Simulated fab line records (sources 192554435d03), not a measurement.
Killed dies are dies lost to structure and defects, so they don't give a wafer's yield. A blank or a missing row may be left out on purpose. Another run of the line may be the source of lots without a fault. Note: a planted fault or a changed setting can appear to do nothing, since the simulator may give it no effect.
fab line records | flow n5_finfet
record: lots: 6 | wafers: 18 | last_day: 15
route steps=1938 shown BEOL_M14@1758
lots untouched by any fault: they come from a run of this same line in which no faults occurred
start_h: hours from the record's first day to the start of the lot's first wafer shown | wait_h: hours since the lot's step before | " identical to the entry in the row above | L1.1+2: a row that stands for several wafers | - no value, or no start was given | * or withheld: withheld | < > ~ a bound
route shown NAME@n: a module of which the file shows steps, and the number in the route of the first | usual: mean/standard deviation of fault-free wafers | same: alike in all rows | chamber/n: place in a boat | sites: readings site by site | _std_site: their standard deviation | _edge_site: the outer-site mean with the inner-site mean subtracted | radius_mm: how far each site lies from the wafer's centre | mask NAME#n: copy n | behind: the tool/chamber that last shaped the wafer | hold: cause of the lot's hold/its duration in hours/its outcome | device: transistor that didn't switch, given as n, p or np | end of line: the same wafers' tests at the end of the route | step lacking rows: just its recipe | killed: dies lost to structure and defects at the first sort, not the wafer's yield | map: shows each die of a wafer: x if killed, . if not, _ if none is there
set.NAME: setting as actually run; set.NAME@STEP: the setting as run at that earlier step | model.NAME: the simulator's own value behind a step, which no gauge read
lots at some steps of the route; a table a step, a row a wafer
services: a tool's chamber out of use, with start hour (start_h, from the record's first day; less than 0 if before it), hours out, and reason
== steps ==
step: N5_BEOL_M14_PRECLEAN_39
recipe: chemistry: residue_remover | time_s: 60 | temp_c: 40
step: N5_BEOL_M14_SRD_40
recipe: time_s: 30 | temp_c: 23 | rinse_liquid: diw | dry: n2_spin | spin_rpm: 1500 | dry_time_s: 30
step: N5_BEOL_M14_DEGAS_41
recipe: ambient: vacuum | temp_c: 300 | time_s: 60
usual: heater_power_w: 461/54 | susceptor_temp_C: 299.99/0.19
lot.wafer | tool           | chamber | start_h | wait_h | heater_power_w | susceptor_temp_C
L856.1    | pvd_sputter-01 | -       | 232.81  | 0.8    | 465            | 300.28
L856.2    | "              | -       | "       | "      | 509            | 300.01
L856.6    | "              | -       | "       | "      | 499            | 299.91
L861.3    | pvd_sputter-02 | -       | 268.61  | 0.2    | 345            | 300.09
L861.4    | "              | -       | "       | "      | 431            | 299.81
L861.5    | "              | -       | "       | "      | 444            | 300.11
L863.1    | pvd_sputter-01 | -       | 286.78  | 1.6    | 500            | 299.84
L863.5    | "              | -       | "       | "      | 553            | 299.91
L863.6    | "              | -       | "       | "      | 505            | 299.86
L865.1    | pvd_sputter-03 | -       | 290.49  | 0.4    | 471            | 299.89
L865.4    | "              | -       | "       | "      | 416            | 300.01
L865.5    | "              | -       | "       | "      | 412            | 299.67
L871.3    | pvd_sputter-01 | -       | 328.73  | 0.3    | 435            | 300.03
L871.5    | "              | -       | "       | "      | 540            | 300.07
L871.6    | "              | -       | "       | "      | 504            | 299.89
L870.2    | pvd_sputter-02 | -       | 331.22  | 1.3    | 330            | 299.85
L870.3    | "              | -       | "       | "      | 434            | 300.20
L870.5    | "              | -       | "       | "      | 426            | 300.25
step: N5_BEOL_M14_PRE_CLEAN_42
recipe: gas: H2/He | time_s: 30 | temp_c: 300
usual: heater_power_w: 460/55 | susceptor_temp_C: 299.99/0.2
lot.wafer | tool           | chamber | start_h | wait_h | heater_power_w | susceptor_temp_C
L856.1    | pvd_sputter-01 | -       | 232.85  | 0.0    | 443            | 299.93
L856.2    | "              | -       | "       | "      | 497            | 299.80
L856.6    | "              | -       | "       | "      | 512            | 300.14
L861.3    | pvd_sputter-02 | -       | 268.65  | 0.0    | 336            | 300.00
L861.4    | "              | -       | "       | "      | 447            | 299.85
L861.5    | "              | -       | "       | "      | 438            | 299.95
L863.1    | pvd_sputter-01 | -       | 286.83  | 0.0    | 498            | 300.17
L863.5    | "              | -       | "       | "      | 550            | 299.95
L863.6    | "              | -       | "       | "      | 485            | 299.82
L865.1    | pvd_sputter-03 | -       | 290.53  | 0.0    | 453            | 300.08
L865.4    | "              | -       | "       | "      | 403            | 300.39
L865.5    | "              | -       | "       | "      | 403            | 300.40
L871.3    | pvd_sputter-01 | -       | 328.77  | 0.0    | 423            | 299.88
L871.5    | "              | -       | "       | "      | 544            | 299.79
L871.6    | "              | -       | "       | "      | 506            | 299.72
L870.2    | pvd_sputter-02 | -       | 331.26  | 0.0    | 325            | 299.71
L870.3    | "              | -       | "       | "      | 433            | 299.29
L870.5    | "              | -       | "       | "      | 440            | 299.42
step: N5_BEOL_M14_SPUTTER_43
recipe: material: TaN | target_thk_a: 150 | temp_c: 50 | bias_v: 168.6 | power_w: 15000 | chamber_pressure_pa: 0.12 | time_s: 24.19
usual: chamber_pressure_pa: 0.11998/0.00022 | susceptor_temp_C: 49.98/0.12 | throttle_valve_pct: 29.7/1.4
lot.wafer | tool           | chamber | start_h | wait_h | chamber_pressure_pa | susceptor_temp_C | throttle_valve_pct
L856.1    | pvd_sputter-01 | -       | 232.89  | 0.0    | 0.12012             | 50.18            | 27.7
L856.2    | "              | -       | "       | "      | 0.11967             | 49.93            | 30.7
L856.6    | "              | -       | "       | "      | 0.12021             | 49.78            | 30.5
L861.3    | pvd_sputter-02 | -       | 268.69  | 0.0    | 0.11987             | 49.98            | 30.6
L861.4    | "              | -       | "       | "      | 0.12018             | 49.92            | 29.5
L861.5    | "              | -       | "       | "      | 0.1198              | 50.04            | 31.0
L863.1    | pvd_sputter-01 | -       | 286.87  | 0.0    | 0.12025             | 50.14            | 30.3
L863.5    | "              | -       | "       | "      | 0.12042             | 50.13            | 29.9
L863.6    | "              | -       | "       | "      | 0.11969             | 49.92            | 30.5
L865.1    | pvd_sputter-03 | -       | 290.57  | 0.0    | 0.1199              | 50.14            | 31.2
L865.4    | "              | -       | "       | "      | 0.12                | 49.93            | 30.6
L865.5    | "              | -       | "       | "      | 0.11984             | 49.98            | 30.4
L871.3    | pvd_sputter-01 | -       | 328.81  | 0.0    | 0.12021             | 49.82            | 26.6
L871.5    | "              | -       | "       | "      | 0.11979             | 49.98            | 30.0
L871.6    | "              | -       | "       | "      | 0.11967             | 50.17            | 30.3
L870.2    | pvd_sputter-02 | -       | 331.30  | 0.0    | 0.11955             | 49.92            | 30.7
L870.3    | "              | -       | "       | "      | 0.11981             | 49.97            | 31.1
L870.5    | "              | -       | "       | "      | 0.11986             | 50.03            | 30.9
step: N5_BEOL_M14_SPUTTER_44
recipe: material: Ta | target_thk_a: 150 | temp_c: 50 | bias_v: 80 | power_w: 15000 | chamber_pressure_pa: 0.07 | time_s: 24.19
usual: chamber_pressure_pa: 0.07001/0.00014 | susceptor_temp_C: 50.01/0.12 | throttle_valve_pct: 29.7/1.4
lot.wafer | tool           | chamber | start_h | wait_h | chamber_pressure_pa | susceptor_temp_C | throttle_valve_pct
L856.1    | pvd_sputter-01 | -       | 232.97  | 0.0    | 0.07008             | 49.87            | 27.5
L856.2    | "              | -       | "       | "      | 0.06994             | 50.03            | 30.5
L856.6    | "              | -       | "       | "      | 0.0701              | 49.76            | 30.4
L861.3    | pvd_sputter-02 | -       | 268.77  | 0.0    | 0.07017             | 49.90            | 30.5
L861.4    | "              | -       | "       | "      | 0.06987             | 50.02            | 29.8
L861.5    | "              | -       | "       | "      | 0.07011             | 50.00            | 30.8
L863.1    | pvd_sputter-01 | -       | 286.96  | 0.0    | 0.0698              | 50.08            | 30.2
L863.5    | "              | -       | "       | "      | 0.07022             | 49.88            | 29.8
L863.6    | "              | -       | "       | "      | 0.06975             | 49.98            | 30.5
L865.1    | pvd_sputter-03 | -       | 290.65  | 0.0    | 0.06994             | 49.90            | 31.2
L865.4    | "              | -       | "       | "      | 0.07                | 50.16            | 30.7
L865.5    | "              | -       | "       | "      | 0.07019             | 50.22            | 30.6
L871.3    | pvd_sputter-01 | -       | 328.89  | 0.0    | 0.0701              | 49.82            | 26.6
L871.5    | "              | -       | "       | "      | 0.0702              | 49.94            | 29.7
L871.6    | "              | -       | "       | "      | 0.06993             | 49.77            | 30.5
L870.2    | pvd_sputter-02 | -       | 331.38  | 0.0    | 0.06985             | 50.23            | 30.8
L870.3    | "              | -       | "       | "      | 0.07003             | 49.94            | 31.0
L870.5    | "              | -       | "       | "      | 0.07005             | 49.82            | 30.9
step: N5_BEOL_M14_SPUTTER_45
recipe: material: Cu | target_thk_a: 1000 | temp_c: -20 | bias_v: 60 | power_w: 26000 | chamber_pressure_pa: 0.13 | time_s: 16.67
step: N5_BEOL_M14_ECD_47
recipe: material: Cu | target_thk_a: 12480
step: N5_BEOL_M14_ANNEAL_48
recipe: temp_c: 225 | time_s: 90 | ambient: N2
usual: wafer_temp_C_max: 225.74/0.27
lot.wafer | tool          | chamber | start_h | wait_h | wafer_temp_C_max
L856.1    | rtp_anneal-01 | 0       | 233.35  | 0.1    | 225.34
L856.2    | "             | 0       | "       | "      | 225.80
L856.6    | "             | 0       | "       | "      | 225.47
L861.3    | rtp_anneal-01 | 0       | 269.27  | 0.2    | 225.38
L861.4    | "             | 0       | "       | "      | 225.67
L861.5    | "             | 0       | "       | "      | 225.39
L863.1    | rtp_anneal-02 | 0       | 287.37  | 0.1    | 225.73
L863.5    | "             | 0       | "       | "      | 225.83
L863.6    | "             | 0       | "       | "      | 225.58
L865.1    | rtp_anneal-02 | 0       | 291.15  | 0.3    | 225.94
L865.4    | "             | 0       | "       | "      | 226.05
L865.5    | "             | 0       | "       | "      | 226.17
L871.3    | rtp_anneal-02 | 0       | 329.47  | 0.3    | 226.23
L871.5    | "             | 0       | "       | "      | 225.86
L871.6    | "             | 0       | "       | "      | 226.21
L870.2    | rtp_anneal-02 | 0       | 331.81  | 0.2    | 226.29
L870.3    | "             | 0       | "       | "      | 226.01
L870.5    | "             | 0       | "       | "      | 225.72
step: N5_BEOL_M14_CMP_49
recipe: stop_on: SiO2 | t_overpolish_s: 5.2 | down_force_psi: 2 | platen_rpm: 80 | clearing_platen_down_force_psi: 2 | clearing_platen_rpm: 80 | post_cmp_clean: cu_alkaline | target_thk_nm: 560 | clearing_platen_pad_velocity_m_s: 1.5917 | pad_velocity_m_s: 1.5917
step: N5_BEOL_M14_THK_MEAS_50
recipe: thk_meas_gauge: xrf | reads: Cu_of_BEOL_M14_ECD_47
usual: M14_THK: 551/8.9
lot.wafer | tool          | chamber | start_h | wait_h | M14_THK[nm]
L856.1    | film_metro-01 | -       | 233.96  | -      | 555
L856.2    | "             | -       | "       | "      | 550
L856.6    | "             | -       | "       | "      | 553
L861.3    | film_metro-01 | -       | 269.77  | -      | 559
L861.4    | "             | -       | "       | "      | 560
L861.5    | "             | -       | "       | "      | 568
L863.1    | film_metro-02 | -       | 287.96  | -      | 538
L863.5    | "             | -       | "       | "      | 537
L863.6    | "             | -       | "       | "      | 547
L865.1    | film_metro-02 | -       | 291.74  | -      | 552
L865.4    | "             | -       | "       | "      | 541
L865.5    | "             | -       | "       | "      | 553
L871.3    | film_metro-01 | -       | 330.38  | -      | 542
L871.5    | "             | -       | "       | "      | 545
L871.6    | "             | -       | "       | "      | 547
L870.2    | film_metro-01 | -       | 332.36  | -      | 566
L870.3    | "             | -       | "       | "      | 569
L870.5    | "             | -       | "       | "      | 568
step: N5_BEOL_M14_PRE_CLEAN_52
recipe: gas: NH3 | time_s: 15 | temp_c: withheld | rf_power_w: 300
step: N5_BEOL_M14_DEP_53
recipe: material: SiCN | target_thk_a: 500 | temp_c: withheld | precursor: 3MS/NH3 | pressure_torr: 3 | rf_w: 675 | time_s: 17.8
usual: showerhead_plenum_p_Torr: 4.166/0.025 | throttle_valve_pct: 18.4/1.1
lot.wafer | tool     | chamber | start_h | wait_h | showerhead_plenum_p_Torr | throttle_valve_pct | model.SiCN_of_BEOL_M14_DEP_53.thk_nm
L856.1    | pecvd-01 | 1       | 234.02  | 0.0    | 4.167                    | 17.5               | 49.2
L856.2    | "        | 0       | "       | "      | 4.187                    | 18.4               | 50
L856.6    | "        | 2       | "       | "      | 4.100                    | 16.8               | 50.6
L861.3    | pecvd-04 | 1       | 269.83  | 0.0    | 4.174                    | 18.4               | 50
L861.4    | "        | 1       | "       | "      | 4.186                    | 18.5               | 50.2
L861.5    | "        | 2       | "       | "      | 4.129                    | 17.6               | 50.2
L863.1    | pecvd-01 | 1       | 288.02  | 0.0    | 4.155                    | 17.4               | 49.6
L863.5    | "        | 0       | "       | "      | 4.192                    | 18.2               | 48.4
L863.6    | "        | 1       | "       | "      | 4.166                    | 17.5               | 50.2
L865.1    | pecvd-01 | 2       | 291.80  | 0.0    | 4.111                    | 16.9               | 49
L865.4    | "        | 0       | "       | "      | 4.201                    | 18.0               | 50.4
L865.5    | "        | 1       | "       | "      | 4.154                    | 17.2               | 47.8
L871.3    | pecvd-02 | 1       | 330.44  | 0.0    | 4.162                    | 18.7               | 49.4
L871.5    | "        | 1       | "       | "      | 4.155                    | 18.8               | 50.6
L871.6    | "        | 0       | "       | "      | 4.186                    | 20.4               | 50.8
L870.2    | pecvd-04 | 0       | 332.42  | 0.0    | 4.194                    | 19.0               | 49.2
L870.3    | "        | 1       | "       | "      | 4.176                    | 18.2               | 49.2
L870.5    | "        | 1       | "       | "      | 4.166                    | 18.3               | 49.6
step: N5_BEOL_M14_RS_MEAS_54
recipe: thk_meas_gauge: four-point-probe | reads: Cu_of_BEOL_M14_ECD_47+Ta_of_BEOL_M14_SPUTTER_44+TaN_of_BEOL_M14_SPUTTER_43
usual: M14_RS: 0.0335/0.0005
lot.wafer | tool          | chamber | start_h | wait_h | M14_RS[ohm/sq]
L856.1    | film_metro-01 | -       | 234.09  | 0.0    | 0.0337
L856.2    | "             | -       | "       | "      | 0.0337
L856.6    | "             | -       | "       | "      | 0.0336
L861.3    | film_metro-01 | -       | 269.90  | 0.1    | 0.0330
L861.4    | "             | -       | "       | "      | 0.0330
L861.5    | "             | -       | "       | "      | 0.0326
L863.1    | film_metro-01 | -       | 288.09  | 0.0    | 0.0338
L863.5    | "             | -       | "       | "      | 0.0340
L863.6    | "             | -       | "       | "      | 0.0332
L865.1    | film_metro-01 | -       | 291.87  | 0.0    | 0.0335
L865.4    | "             | -       | "       | "      | 0.0339
L865.5    | "             | -       | "       | "      | 0.0334
L871.3    | film_metro-02 | -       | 330.51  | 0.1    | 0.0342
L871.5    | "             | -       | "       | "      | 0.0339
L871.6    | "             | -       | "       | "      | 0.0339
L870.2    | film_metro-01 | -       | 332.49  | 0.1    | 0.0326
L870.3    | "             | -       | "       | "      | 0.0324
L870.5    | "             | -       | "       | "      | 0.0327
== services ==
tool     | chamber | start_h | hours | kind
pecvd-01 | 2       | 213.94  | 2.1   | scheduled_down
pecvd-02 | -       | 256.77  | 4.3   | pm
pecvd-01 | 0       | 267.79  | 6.9   | repair
pecvd-02 | 0       | 272.77  | 6.2   | repair
pecvd-02 | 0       | 308.91  | 2.1   | scheduled_down
pecvd-04 | 2       | 319.38  | 2.1   | scheduled_down
== key ==
first_sign none at tools or gauges
model_effect: step: N5_BEOL_M14_DEP_53 | value: SiCN_of_BEOL_M14_DEP_53.thk_nm | without: 49.9 | struck: 48.1
met_at N5_BEOL_M14_DEP_53
struck_wafers L863.5,L865.5
onset_between 234.02 288.02
fault: kind: process_parameter_drift | tool: pecvd-01 | chamber: - | onset_h: 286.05 | steps: N5_BEOL_M14_DEP_53 | channel: time_s | offset: * | shape: step | end_h: 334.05 | scope: struck_wafers_only | acts_in: * | stated: *
